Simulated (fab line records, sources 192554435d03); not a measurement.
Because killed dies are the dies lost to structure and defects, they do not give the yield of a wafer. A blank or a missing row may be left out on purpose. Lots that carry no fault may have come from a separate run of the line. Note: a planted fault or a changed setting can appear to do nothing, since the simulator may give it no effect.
fab line records	flow n5-finfet
[record] lots = 7	wafers = 21
route steps=1938 shown BEOL_M14@1749 BEOL_M15@1773 MIM_BOT_ETCH@1866
start-h: start of the lot's first displayed wafer, in hours after the record's first day	wait-h: time in hours since the lot's previous step	" as in the row above	L1.1+2: a single row standing in for several wafers	- no value, or no start was given	* or withheld: withheld	< > ~ a bound
route shown NAME@n: NAME is a module with steps in the file, n the number in the route of the first one	usual: mean/standard deviation of fault-free wafers	same: alike in all rows	chamber/n: place in a boat	sites: per-site readings	_std_site: the standard deviation of these	_edge_site: outer sites' mean less inner sites'	radius-mm: for every site, how far away it sits from the centre of the wafer	mask NAME#n: copy n	behind: tool/chamber where the wafer was last shaped	hold: what put the lot on hold/how long, in hours/how the hold closed	device: the n, p or np transistor that did not switch	end of line: tests of these same wafers at the route's end	a step without rows: its recipe alone	killed: dies that structure and defects cost at the first sort, which is not the same as the wafer's yield	map: a wafer's dies, marking killed ones x, the rest . and places with no die _
set.NAME: the setting as run; set.NAME@STEP: as run at that earlier step	model.NAME: the simulator's own value behind a step, which no gauge read
lots whose settings were changed on purpose; a table a step, a row a wafer
[[steps]]
[step N5_BEOL_M14_DESCUM_33]
[recipe] chemistry = O2	time-s = 7.9	source-power-w = 50	bias-power-w = 20	pressure-mtorr = 20	rf-frequency-hz = 2.712e+07	temp-c = 40	o2-flow-sccm = 225
lot.wafer	tool	chamber	start-h	wait-h	set.time-s	set.peb-temp-c@BEOL_M14_PEB_26	model.BEOL_M14.cd-nm
L082.1	rie-diel-02	0	290.00	0.0	7.9	130	285.6
L082.2	"	3	"	"	7.398	126.4	268
L082.6	"	0	"	"	7.398	130	284.4
L083.1	rie-diel-04	3	300.69	0.0	7.9	128.3	277
L083.4	"	3	"	"	7.9	128.3	277.4
L083.6	"	1	"	"	7.9	130	286
L087.1	rie-diel-06	1	336.53	0.0	7.9	130	288.2
L087.4	"	2	"	"	7.9	130	285.6
L087.6	"	3	"	"	7.9	130	286
L090.2	rie-diel-06	2	351.99	0.2	7.9	130	282.4
L090.3	"	0	"	"	7.9	130	284.6
L090.5	"	3	"	"	7.9	130	285.4
L092.1	rie-diel-04	1	352.04	0.0	7.9	130	284.6
L092.3	"	0	"	"	6.461	130	285.2
L092.5	"	1	"	"	6.461	130	287
L093.3	rie-diel-02	1	357.87	0.3	7.9	131	287
L093.4	"	0	"	"	8.683	131	287.2
L093.6	"	0	"	"	7.9	130	284.8
L094.1	rie-diel-04	1	383.43	0.0	8.503	127.6	276.6
L094.5	"	3	"	"	7.9	130	285.6
L094.6	"	0	"	"	7.9	127.6	271.4
[step N5_BEOL_M14_ETCH_67]
[recipe] chemistry = CF4	target = SiARC	target-depth-a = 1430	time-s = 238.3	ion-energy-ev = 80	pressure-mtorr = 40	source-w = 545	bias-w = 36	Ar_flow_sccm = 100	cf4-flow-sccm = 100	ends = cleared
lot.wafer	tool	chamber	start-h	wait-h	set.peb-temp-c@BEOL_M14_PEB_26	model.BEOL_M14.cd-nm
L082.1	rie-diel-02	0	290.04	0.0	130	282.4
L082.2	"	3	"	"	126.4	263.2
L082.6	"	0	"	"	130	281.2
L083.1	rie-diel-04	3	300.72	0.0	128.3	273
L083.4	"	3	"	"	128.3	273.2
L083.6	"	1	"	"	130	281.8
L087.1	rie-diel-06	1	336.56	0.0	130	284.8
L087.4	"	2	"	"	130	280
L087.6	"	3	"	"	130	282.2
L090.2	rie-diel-06	2	352.03	0.0	130	277.4
L090.3	"	0	"	"	130	280
L090.5	"	3	"	"	130	282.2
L092.1	rie-diel-04	1	352.07	0.0	130	280.8
L092.3	"	0	"	"	130	280.6
L092.5	"	1	"	"	130	283
L093.3	rie-diel-02	1	357.90	0.0	131	282.6
L093.4	"	0	"	"	131	283.2
L093.6	"	0	"	"	130	281.2
L094.1	rie-diel-04	1	383.47	0.0	127.6	272
L094.5	"	3	"	"	130	281
L094.6	"	0	"	"	127.6	266.6
[step N5_BEOL_M14_ETCH_68]
[recipe] chemistry = N2/H2	target = SOC	mask-material = SiARC	source-w = 3000	bias-w = 350	temp-c = 40	time-s = 450	ion-energy-ev = 200	pressure-mtorr = 30	n2-flow-sccm = 200	h2-flow-sccm = 200
lot.wafer	tool	chamber	start-h	wait-h	set.peb-temp-c@BEOL_M14_PEB_26	model.BEOL_M14.cd-nm
L082.1	rie-diel-02	0	290.18	0.1	130	287.2
L082.2	"	3	"	"	126.4	264.8
L082.6	"	0	"	"	130	285.6
L083.1	rie-diel-04	3	300.87	0.1	128.3	268.2
L083.4	"	3	"	"	128.3	268.6
L083.6	"	1	"	"	130	279.4
L087.1	rie-diel-06	1	336.71	0.1	130	285.4
L087.4	"	2	"	"	130	279.8
L087.6	"	3	"	"	130	283.8
L090.2	rie-diel-06	2	352.17	0.1	130	278.2
L090.3	"	0	"	"	130	281.2
L090.5	"	3	"	"	130	283.4
L092.1	rie-diel-04	1	352.22	0.1	130	280
L092.3	"	0	"	"	130	281.8
L092.5	"	1	"	"	130	282.2
L093.3	rie-diel-02	1	358.05	0.1	131	281.8
L093.4	"	0	"	"	131	285.4
L093.6	"	0	"	"	130	282.8
L094.1	rie-diel-04	1	383.62	0.1	127.6	272.4
L094.5	"	3	"	"	130	278.2
L094.6	"	0	"	"	127.6	267.8
[step N5_BEOL_M14_STRIP_69]
[recipe] chemistry = N2/H2	temp-c = 40	n2-flow-sccm = 200	h2-flow-sccm = 200	rf-frequency-hz = 6e+07
[step N5_BEOL_M14_TRENCH_ETCH_34]
[recipe] chemistry = C4F8/O2/Ar	target = SiO2	target-depth-a = 5566.5	mask-material = SOC	he-inner-torr = 15	he-outer-torr = 30	time-s = 126.9	ion-energy-ev = 800	pressure-mtorr = 20	source-w = 1905	bias-w = 2040	Ar_flow_sccm = 400	C4F8_flow_sccm = 16	O2_flow_sccm = 12
[step N5_BEOL_M14_STRIP_37]
[recipe] chemistry = O2	power-w = 600	temp-c = 60	pressure-mtorr = 30	rf-frequency-hz = 6e+07	bias-power-w = 0	overash-fraction = 0.3	o2-flow-sccm = 225
[step N5_BEOL_M14_ETCH_38]
[recipe] chemistry = CF4/N2	target = SiCN	target-depth-a = 1065	taper-deg = 2	time-s = 120.6	ion-energy-ev = 150	mask-material = SiO2	pressure-mtorr = 40	source-w = 430	bias-w = 70	Ar_flow_sccm = 100	cf4-flow-sccm = 60	n2-flow-sccm = 60
lot.wafer	tool	chamber	start-h	wait-h	set.peb-temp-c@BEOL_M14_PEB_26	model.BEOL_M14.cd-nm
L082.1	rie-diel-06	2	-	-	130	287.4
L082.2	"	3	"	"	126.4	264.8
L082.6	"	0	"	"	130	286
L083.1	rie-diel-04	3	-	-	128.3	268.2
L083.4	"	2	"	"	128.3	268.8
L083.6	"	1	"	"	130	279
L087.1	rie-diel-06	2	-	-	130	285.6
L087.4	"	3	"	"	130	279
L087.6	"	0	"	"	130	284
L090.2	rie-diel-06	3	-	-	130	277.4
L090.3	"	2	"	"	130	281
L090.5	"	1	"	"	130	283
L092.1	rie-diel-04	2	-	-	130	279.6
L092.3	"	3	"	"	130	281.8
L092.5	"	1	"	"	130	281.6
L093.3	rie-diel-06	1	-	-	131	282.2
L093.4	"	3	"	"	131	285.2
L093.6	"	1	"	"	130	282.6
L094.1	rie-diel-02	0	-	-	127.6	272
L094.5	"	0	"	"	130	278.4
L094.6	"	1	"	"	127.6	268.4
[step N5_BEOL_M14_SPUTTER_44]
[recipe] material = Ta	target-thk-a = 150	temp-c = 50	bias-v = 80	power-w = 15000	chamber-pressure-pa = 0.07	time-s = 24.19
lot.wafer	tool	chamber	start-h	wait-h	set.power-w	model.Ta_of_BEOL_M14_SPUTTER_44.thk-nm
L082.1+6	pvd-sputter-03	-	292.09	0.0	15000	14.8
L082.2	"	-	"	"	15000	14.6
L083.1	pvd-sputter-01	-	301.91	0.0	16160	16.2
L083.4	"	-	"	"	15000	14.8
L083.6	"	-	"	"	16160	16.4
L087.1+4	pvd-sputter-02	-	338.24	0.0	12630	12.4
L087.6	"	-	"	"	15000	14.8
L090.2	pvd-sputter-02	-	353.46	0.0	15000	15.2
L090.3+5	"	-	"	"	15000	15.4
L092.1	pvd-sputter-03	-	353.80	0.0	15000	15.2
L092.3	"	-	"	"	15940	16
L092.5	"	-	"	"	15000	15
L093.3+4	pvd-sputter-02	-	360.64	0.0	15000	15.2
L093.6	"	-	"	"	15000	15.4
L094.1	pvd-sputter-02	-	385.28	0.0	15000	14.8
L094.5	"	-	"	"	13320	13.2
L094.6	"	-	"	"	15000	15
[step N5_BEOL_M15_ILD_DEP_00]
[recipe] material = SiO2	target-thk-a = 16293	temp-c = 400	precursor = TEOS/O2	pressure-torr = 6.5	rf-w = 900	teos-flow-sccm = 161.4	gas = O2	flow-sccm = 2650	time-s = 346.1
lot.wafer	tool	chamber	start-h	wait-h	set.time-s	model.SiO2_of_BEOL_M15_ILD_DEP_00.thk-nm
L082.1	pecvd-04	2	293.26	0.0	346.1	1594
L082.2	"	0	"	"	346.1	1576
L082.6	"	1	"	"	323.2	1505
L083.1	pecvd-03	2	303.09	0.0	346.1	1585
L083.4	"	1	"	"	346.1	1660
L083.6	"	2	"	"	359.9	1694
L087.1	pecvd-02	1	339.49	0.1	312.2	1485
L087.4	"	0	"	"	346.1	1634
L087.6	"	1	"	"	346.1	1660
L090.2	pecvd-02	2	354.85	0.0	346.1	1625
L090.3	"	1	"	"	346.1	1669
L090.5	"	2	"	"	346.1	1667
L092.1	pecvd-02	2	355.38	0.0	346.1	1620
L092.3	"	1	"	"	346.1	1645
L092.5	"	0	"	"	346.1	1634
L093.3	pecvd-02	1	361.81	0.0	346.1	1650
L093.4	"	0	"	"	346.1	1647
L093.6	"	2	"	"	346.1	1660
L094.1	pecvd-03	2	386.67	0.0	346.1	1594
L094.5	"	0	"	"	308.8	1449
L094.6	"	2	"	"	308.8	1464
[step N5_BEOL_M15_THK_MEAS_01]
[recipe] reads = SiO2_of_BEOL_M15_ILD_DEP_00
[usual] M15_ILD_THK = 1632/22
lot.wafer	tool	chamber	start-h	wait-h	set.time-s@BEOL_M15_ILD_DEP_00	M15_ILD_THK[nm]
L082.1	film-metro-01	-	293.51	0.1	346.1	1596
L082.2	"	-	"	"	346.1	1576
L082.6	"	-	"	"	323.2	1507
L083.1	film-metro-01	-	303.34	0.1	346.1	1585
L083.4	"	-	"	"	346.1	1659
L083.6	"	-	"	"	359.9	1694
L087.1	film-metro-01	-	339.74	0.1	312.2	1485
L087.4	"	-	"	"	346.1	1634
L087.6	"	-	"	"	346.1	1660
L090.2	film-metro-02	-	355.11	0.1	346.1	1625
L090.3	"	-	"	"	346.1	1670
L090.5	"	-	"	"	346.1	1667
L092.1	film-metro-01	-	355.63	0.1	346.1	1621
L092.3	"	-	"	"	346.1	1646
L092.5	"	-	"	"	346.1	1634
L093.3	film-metro-02	-	362.06	0.1	346.1	1650
L093.4	"	-	"	"	346.1	1648
L093.6	"	-	"	"	346.1	1661
L094.1	film-metro-02	-	386.92	0.1	346.1	1593
L094.5	"	-	"	"	308.8	1448
L094.6	"	-	"	"	308.8	1465
[step N5_BEOL_M15_COAT_58]
[recipe] resist = BARC	temp-c = 205	time-s = 60	spin-rpm = 1500	resist-thk-nm = 89
[step N5_BEOL_M15_COAT_04]
[recipe] spin-rpm = 1704	resist-thk-nm = 800
[step N5_BEOL_M15_DESCUM_15]
[recipe] chemistry = O2	time-s = 7.9	source-power-w = 50	bias-power-w = 20	pressure-mtorr = 20	rf-frequency-hz = 2.712e+07	temp-c = 40	o2-flow-sccm = 225
[step N5_BEOL_M15_ETCH_59]
[recipe] chemistry = N2/H2	target = BARC	target-depth-a = 890	overetch-a = 267	time-s = 67.9	ion-energy-ev = 200	pressure-mtorr = 30	source-w = 840	bias-w = 150	n2-flow-sccm = 200	h2-flow-sccm = 200
[step N5_BEOL_M15_VIA_ETCH_16]
[recipe] chemistry = C4F8/O2/Ar	target = SiO2	he-inner-torr = 15	he-outer-torr = 30	target-depth-a = 17922	time-s = withheld	ion-energy-ev = 800	pressure-mtorr = 20	source-w = 1905	bias-w = 2040	Ar_flow_sccm = 400	C4F8_flow_sccm = 16	O2_flow_sccm = 12	ends = cleared
lot.wafer	tool	chamber	start-h	wait-h	set.time-s@BEOL_M15_ILD_DEP_00	model.etch.depth-nm
L082.1	rie-diel-01	3	294.11	0.0	*	1594
L082.2	"	2	"	"	*	1576
L082.6	"	0	"	"	*	1505
L083.1	rie-diel-03	2	304.01	0.0	*	1585
L083.4	"	1	"	"	*	1660
L083.6	"	3	"	"	*	1694
L087.1	rie-diel-05	3	340.34	0.0	*	1485
L087.4	"	2	"	"	*	1634
L087.6	"	0	"	"	*	1660
L090.2	rie-diel-05	2	355.90	0.0	*	1625
L090.3	"	1	"	"	*	1669
L090.5	"	2	"	"	*	1667
L092.1	rie-diel-05	0	356.39	0.0	*	1620
L092.3	"	2	"	"	*	1645
L092.5	"	2	"	"	*	1634
L093.3	rie-diel-01	3	362.54	0.0	*	1650
L093.4	"	0	"	"	*	1647
L093.6	"	3	"	"	*	1660
L094.1	rie-diel-03	3	387.65	0.0	*	1594
L094.5	"	3	"	"	*	1449
L094.6	"	0	"	"	*	1464
[step N5_MIM_BOT_ETCH_ETCH_04]
[recipe] chemistry = CF4/O2	target = SiNx	target-depth-a = 260	time-s = 13	ion-energy-ev = 100	pressure-mtorr = 40	source-w = 535	bias-w = 49	Ar_flow_sccm = 100	cf4-flow-sccm = 100	O2_flow_sccm = 10
lot.wafer	tool	chamber	start-h	wait-h	set.time-s	model.etch.depth-nm
L082.1	rie-diel-02	1	303.30	0.0	13	25.25
L082.2	"	0	"	"	13	26.15
L082.6	"	1	"	"	14.44	27.75
L083.1	rie-diel-04	0	316.70	0.0	11.69	23.58
L083.4	"	1	"	"	13	26.1
L083.6	"	3	"	"	11.69	24.25
L087.1	rie-diel-04	3	351.60	0.0	13	26.63
L087.4	"	0	"	"	14.49	28.5
L087.6	"	0	"	"	13	25.56
L090.2	rie-diel-04	0	366.15	0.0	13	25.92
L090.3	"	3	"	"	13	27.1
L090.5	"	3	"	"	13	26.67
L092.1	rie-diel-04	1	366.99	0.0	13	25.63
L092.3	"	0	"	"	14.43	28.38
L092.5	"	3	"	"	14.43	29.63
L093.3	rie-diel-06	0	373.09	0.0	13	27.12
L093.4	"	2	"	"	13	24.3
L093.6	"	0	"	"	13	27.2
L094.1	rie-diel-04	1	398.37	0.0	10.19	20.29
L094.5	"	1	"	"	13	25.79
L094.6	"	2	"	"	13	25.56
[[key]]
[split] step = N5_BEOL_M14_DESCUM_33	setting = time-s	stated = 7.9	by = wafer
response none clear
[split] step = N5_BEOL_M14_SPUTTER_44	setting = power-w	stated = 15000	by = wafer
[response] step = N5_BEOL_M14_SPUTTER_44	reading = model.Ta_of_BEOL_M14_SPUTTER_44.thk-nm	change = +0.156	per = 1%	r = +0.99
[split] step = N5_BEOL_M15_ILD_DEP_00	setting = time-s	stated = 346.1	by = wafer
[response] step = N5_BEOL_M15_ILD_DEP_00	reading = model.SiO2_of_BEOL_M15_ILD_DEP_00.thk-nm	change = +14.3	per = 1%	r = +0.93
[response] step = N5_BEOL_M15_THK_MEAS_01	reading = M15_ILD_THK	change = +14.2	per = 1%	r = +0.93
[response] step = N5_BEOL_M15_VIA_ETCH_16	reading = model.etch.depth-nm	change = +14.3	per = 1%	r = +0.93
[split] step = N5_MIM_BOT_ETCH_ETCH_04	setting = time-s	stated = 13	by = wafer
[response] step = N5_MIM_BOT_ETCH_ETCH_04	reading = model.etch.depth-nm	change = +0.239	per = 1%	r = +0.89
split outside-this-file step=N5_BEOL_M14_PEB_26 setting=peb-temp-c
// split outside-this-file: this setting was split too, and the file shows its column; the key of that split is in another file
